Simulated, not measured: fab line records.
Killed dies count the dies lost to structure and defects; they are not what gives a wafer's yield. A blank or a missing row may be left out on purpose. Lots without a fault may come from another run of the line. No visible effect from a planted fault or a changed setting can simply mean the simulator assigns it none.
One fault through the eyes of 3 desks | flow n5 finfet | each desk holds nothing but its own numbers, with what lay behind them at the end

THE TOOL OWNER'S DESK: epi rpcvd-04
The tool's own readings at N5_SD_EPI_P_EPI_21 (deposits SiGe:B, time 355 s): means of the sampled wafers that have a number, for each lot that ran on this tool. If a lot's mean is further than 4 standard deviations from the usual mean, the lot is out of limits and carries the mark OUT (the distance appears in the brackets).
Columns: A = chamber pressure Torr at N5_SD_EPI_P_EPI_21, usual 20.00 Torr; B = lamp inner pct at N5_SD_EPI_P_EPI_21, usual 10.9 %; C = susceptor_temp_C_max at N5_SD_EPI_P_EPI_21, usual 551.2
lot  | first seen here | A                      | B    | C
L383 | day 3 12:26     | 19.97                  | 10.1 | 551.4
L385 | day 4 00:49     | 19.98                  | 10.0 | 551.1
L389 | day 5 02:08     | 8.20 (-99 or more) OUT | 10.0 | 551.5
L390 | day 5 12:13     | 8.28 (-99 or more) OUT | 10.0 | 551.4
This desk's verdict: out of limits on L389, L390, starting with L389 at day 5 02:08 (chamber pressure Torr at N5_SD_EPI_P_EPI_21). In limits: L383, L385.

FROM THE METROLOGY DESK
Means of the sampled wafers that have a number, per lot and without regard to the tool the lot ran on: this is what the gauges read. If a lot's mean is further than 4 standard deviations from the usual mean, the lot is out of limits and carries the mark OUT (the distance appears in the brackets). It has 18 readings, of which 7 appear: the earliest out of limits, and the ones furthest out on some lot.
Columns: A = thk nm at N5_SD_EPI_P_EPI_MEAS_23, usual 61.1 nm; B = RS_SD_P at N5_SD_ACTIVATION_RS_MEAS_03, usual 56.1 ohm/sq; C = ION_P at N5_BEOL_M4_RC_MEAS_101, usual 464 uA/um; D = RC_DENSE_P at N5_BEOL_M4_RC_MEAS_101, usual 23.7 ohm.um; E = RC_P at N5_BEOL_M4_RC_MEAS_101, usual 19.3 ohm.um; F = REXT_P at N5_BEOL_M4_RC_MEAS_101, usual 100.4 ohm.um; G = RS_SD_P at N5_BEOL_M4_RC_MEAS_101, usual 65.9 ohm/sq
lot  | first seen here | A              | B               | C              | D               | E               | F               | G
L383 | day 3 14:16     | 63.0           | 54.6            | 463            | 24.6            | 20.1            | 101.0           | 64.1
L385 | day 4 03:43     | 61.5           | 56.4            | 462            | 23.9            | 19.6            | 101.7           | 66.3
L387 | day 4 14:49     | 61.2           | 57.3            | 470            | 24.4            | 20.0            | 104.3           | 67.2
L389 | day 5 03:17     | 43.0 (-14) OUT | 104.0 (+55) OUT | 429 (-4.3) OUT | 28.0 (+5.3) OUT | 22.9 (+5.7) OUT | 139.6 (+18) OUT | 118.3 (+56) OUT
L390 | day 5 13:42     | 44.7 (-13) OUT | 100.6 (+51) OUT | 414 (-6.1) OUT | 27.7 (+4.9) OUT | 22.7 (+5.3) OUT | 137.6 (+17) OUT | 116.2 (+54) OUT
L398 | day 7 10:02     | 61.2           | 55.5            | 472            | 22.9            | 18.7            | 98.6            | 65.0
L401 | day 8 03:40     | 61.5           | 56.1            | 462            | 23.0            | 18.8            | 98.8            | 65.8
L404 | day 8 22:08     | 61.2           | 55.6            | 462            | 24.8            | 20.2            | 95.7            | 65.9
This desk's verdict: out of limits on L389, L390, starting with L389 at day 5 03:17 (thk nm at N5_SD_EPI_P_EPI_MEAS_23). In limits: L383, L385, L387, L398, L401, L404.

THE DEFECT DESK
Lot by lot, what the route's inspections counted, given as the mean of those sampled wafers with a number. If a lot's mean is further than 4 standard deviations from the usual mean, the lot is out of limits and carries the mark OUT (the distance appears in the brackets).
Columns: A = raw defect count at N5_SD_EPI_N_INSPECT_26, usual 197
lot  | first seen here | A
L383 | day 3 09:04     | 316
L385 | day 3 22:51     | 258
L387 | day 4 10:46     | 211
L389 | day 4 23:08     | 194
L390 | day 5 09:40     | 241
L398 | day 7 06:07     | 166
L401 | day 7 23:08     | 231
L404 | day 8 17:09     | 178
This desk's verdict: no lot among the 8 shows anything out of limits.

PUT TOGETHER
On L389, L390, at day 5 02:08, an alarm was possible from the tool owner's desk.
The metrology desk could have raised an alarm at day 5 03:17, on L389, L390.
The defect desk saw nothing out of limits.
The defect desk has L389, L390 on record, within its limits.
On epi rpcvd-04, each named lot ran N5_SD_EPI_P_EPI_21.

WHAT WAS PUT IN BY THE SIMULATOR
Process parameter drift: epi rpcvd-04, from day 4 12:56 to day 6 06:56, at N5_SD_EPI_P_EPI_21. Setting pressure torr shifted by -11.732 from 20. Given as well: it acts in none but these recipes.
Lots struck among those shown: L389, L390.
Fault start to first reading out of limits, in hours, per desk: tool owner, 13; metrology, 14.
